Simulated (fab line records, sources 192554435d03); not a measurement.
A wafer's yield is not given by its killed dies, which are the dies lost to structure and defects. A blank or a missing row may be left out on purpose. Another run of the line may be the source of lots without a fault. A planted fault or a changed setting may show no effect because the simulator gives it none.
Matching of chambers :: flow n5_finfet :: 4 sister chambers for N5_BEOL_M10_ETCH_62 on rie_diel-02
The step etches SOC in N2/H2, target depth 110 nm, overetch 22 nm, time 165 s. 4 wafers are shown with their chamber, then 9 later ones without.

## WAFERS WITH THEIR CHAMBER
wafer: L083.6
chamber: 2
throttle_valve_pct (%): 18.22

wafer: L087.3
chamber: 0
throttle_valve_pct (%): 17.82

wafer: L087.4
chamber: 3
throttle_valve_pct (%): 17.71

wafer: L087.6
chamber: 1
throttle_valve_pct (%): 18.07

## WAFERS WITH NO CHAMBER GIVEN
wafer: L091.1
throttle_valve_pct (%): 17.80

wafer: L091.3
throttle_valve_pct (%): 18.07

wafer: L091.4
throttle_valve_pct (%): 17.81

wafer: L079.1
throttle_valve_pct (%): 17.76

wafer: L079.2
throttle_valve_pct (%): 17.83

wafer: L079.6
throttle_valve_pct (%): 17.85

wafer: L095.1
throttle_valve_pct (%): 17.78

wafer: L095.4
throttle_valve_pct (%): 17.59

wafer: L095.6
throttle_valve_pct (%): 17.78

## THE CHAMBER EACH PASSED THROUGH
wafer: L091.1
from the rows above: can't be placed: 0 or 3
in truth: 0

wafer: L091.3
from the rows above: 1
in truth: 1

wafer: L091.4
from the rows above: can't be placed: 0 or 3
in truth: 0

wafer: L079.1
from the rows above: can't be placed: 3 or 0
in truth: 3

wafer: L079.2
from the rows above: 0
in truth: 0

wafer: L079.6
from the rows above: 0
in truth: 0

wafer: L095.1
from the rows above: can't be placed: 0 or 3
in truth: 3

wafer: L095.4
from the rows above: 3
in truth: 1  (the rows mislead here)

wafer: L095.6
from the rows above: can't be placed: 0 or 3
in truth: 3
Correctly placed: 3 of 9. From these rows, 5 cannot be placed; in 5 the true chamber is one of the candidates. Number placed wrongly: 1.
How it was worked out, from the rows above alone: a wafer's distance from a chamber is the root of the sum, over the readings, of the square of ((its reading less the chamber's mean) divided by the reading's scatter). If the next closest chamber is less than 2 further off than the closest, the wafer can't be placed; otherwise it belongs to the closest. For every chamber, the mean is computed from those of its wafers that are shown. The scatter: with one shown wafer a chamber, the root of the mean of the squares of how far each hidden wafer lies from its nearest shown one.
